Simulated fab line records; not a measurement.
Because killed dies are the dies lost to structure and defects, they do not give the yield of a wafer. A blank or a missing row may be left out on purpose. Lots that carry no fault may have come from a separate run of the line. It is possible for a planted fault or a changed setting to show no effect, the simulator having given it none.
A struck lot beside a sound one ; flow n5_finfet ; 39 steps out of a route of 1938
Sound: the wafers L996.1, L996.5, L996.6. Struck: wafer L101.5. (L101.1, L101.6 of the same lot were not struck and are left out.) The cause comes at the end.
Order at every step that has rows: each side's tool, ch and its chambers, its first start. Under that, the readings that differ: sound wafers ; struck wafers ; difference of the means ; sigmas: that difference in standard deviations of wafers without a fault.
alike: same words and numbers on both sides, and readings whose means sit less than 2 such deviations apart. not compared: any withheld reading, any reading some wafer has no value for, any bound like >300 that may hide the same value, and any number with overlapping values for which the record gives no deviation.
The two part at a step that has a row with sigmas, a row that says differs or no value, or rows on one side only. Non-overlapping numbers with no deviation appear without sigmas and do not part them. A reading that every wafer of one side lacks parts them only if that side has two wafers or more.

first, 9 steps without rows for these wafers: N5_MOL_CONTACT_COAG_SPUTTER_130 (material Co, target thk 47.5 nm); N5_MOL_CONTACT_COAG_PRECLEAN_125 (cleans in DIW, time 57.5 s); N5_MOL_CONTACT_COAG_SRD_126 (dry time 32 s); N5_MOL_CONTACT_COAG_CMP_23 (polishes, stops on SiO2, t overpolish 1.5 s, target thk 0 nm); N5_MOL_CONTACT_COAG_WET_ETCH_26 (target Co, target depth 13 nm); N5_MOL_CONTACT_COAG_WET_ETCH_116 (etches the open film in SC1-inhibited, target depth 4.6 nm, rinse time 30 s); N5_MOL_CONTACT_COAG_ALD_27 (deposits SiOC, target thk 17 nm, pulse time 1.5 s, time 2720 s); N5_MOL_CONTACT_COAG_CMP_28 (polishes, stops on SiNx, t overpolish 0.85 s, target thk 14.522 nm); N5_MOL_CONTACT_COAG_ALD_123 (deposits SiNx, target thk 5 nm, pulse time 1 s, purge time 2 s).
N5_MOL_CONTACT_COAG_PECVD_31: deposits SiO2 from TEOS/O2, target thk 46 nm, time 8.9 s.
  sound on pecvd-04 ch 1,2, day 6 16:16; struck on pecvd-04 ch 2, day 8 03:29
reading;sound;struck;difference;sigmas
model.SiO2_of_MOL_CONTACT_COAG_PECVD_31.thk_nm (nm);45.4 46 46.6;41;-5;
then, 19 steps without rows for these wafers: N5_MOL_CONTACT_COAG_COAT_75 (time 60 s, resist thk 60 nm); N5_MOL_CONTACT_COAG_COAT_76 (time 60 s, resist thk 10 nm); N5_MOL_CONTACT_COAG_COAT_77 (time 60 s, resist thk 10 nm); N5_MOL_CONTACT_COAG_COAT_78 (resist thk 40 nm); N5_MOL_CONTACT_COAG_EBR_80; N5_MOL_CONTACT_COAG_SOFTBAKE_79 (time 60 s); N5_MOL_CONTACT_COAG_EXPOSE_81 (exposes mask VG, defocus 0 nm); N5_MOL_CONTACT_COAG_PEB_82 (peb time 60 s); N5_MOL_CONTACT_COAG_DEVELOP_83 (develop time 30 s); N5_MOL_CONTACT_COAG_DESCUM_88 (chemistry O2, time 7 s); N5_MOL_CONTACT_COAG_ETCH_89 (etches underlayer in N2/H2, target depth 13 nm, time 10.4 s); N5_MOL_CONTACT_COAG_ETCH_90 (etches SiARC in CF4, target depth 13 nm, time 21.7 s); N5_MOL_CONTACT_COAG_ALD_131 (deposits SiO2, target thk 5 nm, pulse time 1 s, co reactant pulse time 1 s); N5_MOL_CONTACT_COAG_ETCHBACK_132 (etches SiO2 in CHF3, target depth 10 nm, time 6.7 s); N5_MOL_CONTACT_COAG_ETCH_91 (etches SOC in N2/H2, target depth 60 nm, overetch 21 nm, time 101.2 s); N5_MOL_CONTACT_COAG_STRIP_92 (strips in N2/H2); N5_MOL_CONTACT_COAG_STRIP_93 (strips in N2/H2); N5_MOL_CONTACT_COAG_ETCHBACK_135 (etches SiO2 in CHF3, target depth 25 nm, time 16.7 s); N5_MOL_CONTACT_COAG_STRIP_118 (strips in CHF3).
N5_MOL_CONTACT_COAG_VIA_ETCH_46: etches SiO2 in C4F6/O2, target depth 46 nm, overetch 9.2 nm, time 40 s.
  sound on rie_diel-05 ch 1,2, day 6 17:43; struck on rie_diel-02 ch 0, day 8 04:26
reading;sound;struck;difference;sigmas
model.etch.depth_nm (nm);45.32 45.99 46.51;41.08;-4.86;
  alike: C4F6_flow_sccm, drypump_motor_current_A, oes_product_au, rf_fwd_power_W, rf_vpp_V, showerhead_plenum_p_Torr, throttle_valve_pct
  not compared: rf_hours_counter_h
then, 5 steps without rows for these wafers: N5_MOL_CONTACT_COAG_STRIP_96 (strips in N2/H2); N5_MOL_CONTACT_COAG_ETCH_47 (etches SiNx in CH3F/O2, stops on W, target depth 27 nm); N5_MOL_CONTACT_COAG_STRIP_119 (strips in N2/H2, time 30 s); N5_MOL_CONTACT_COAG_PRECLEAN_144 (cleans in alkaline clean, time 60 s); N5_MOL_CONTACT_COAG_SRD_145 (time 30 s).
N5_MOL_CONTACT_COAG_CMP_52: polishes, stops on SiO2, t overpolish 1.5 s, target thk 66.5 nm.
  sound on cmp-04 ch 1,2,3, day 6 20:00; struck on cmp-01 ch 0, day 8 07:05
reading;sound;struck;difference;sigmas
model.SiO2_of_MOL_CONTACT_COAG_PECVD_31.thk_nm (nm);43.2 44 44.4;39;-5;
  alike: motor_current_A
  not compared: pad_life_wafers
N5_MOL_CONTACT_COAG_THK_MEAS_53:
  sound on film_metro-01, day 6 20:11; struck on film_metro-02, day 8 07:18
reading;sound;struck;difference;sigmas
VIA_MOL_THK (nm);43.3 43.9 44.5;39.0;-4.9;-8
-- a jump in the record: the struck wafers' starts before and after are 2 days apart (it breaks off in module MOL_CONTACT_COAG and resumes in module BEOL_M4, where the first step shown is number 1111 of the route) --
N5_BEOL_M4_RC_MEAS_101:
  sound on prober-02 ch 0, day 9 10:10; struck on prober-02 ch 0, day 10 09:10
reading;sound;struck;difference;sigmas
SS_P (mV/dec);72.6 72.9 73.5;74.5;+1.5;+3
  alike: DIBL_N, DIBL_P, IOFF_N, IOFF_P, ION_N, ION_P, SS_N, VT_N, VT_P
-- record jumps: 4 days separate the struck wafers' starts on either side; left off in module BEOL_M4, taken up again in module PASSIVATION, whose first shown step is the route's number 1936 --
N5_PASSIVATION_PROBE_49:
  rows exist in the record for the struck wafers here (prober-01, day 14 08:46), but not for the sound ones

## WHERE THEY PART
Last at N5_PASSIVATION_PROBE_49 as far as this record goes, first at N5_MOL_CONTACT_COAG_THK_MEAS_53.

WHY: what had been put in by the simulator
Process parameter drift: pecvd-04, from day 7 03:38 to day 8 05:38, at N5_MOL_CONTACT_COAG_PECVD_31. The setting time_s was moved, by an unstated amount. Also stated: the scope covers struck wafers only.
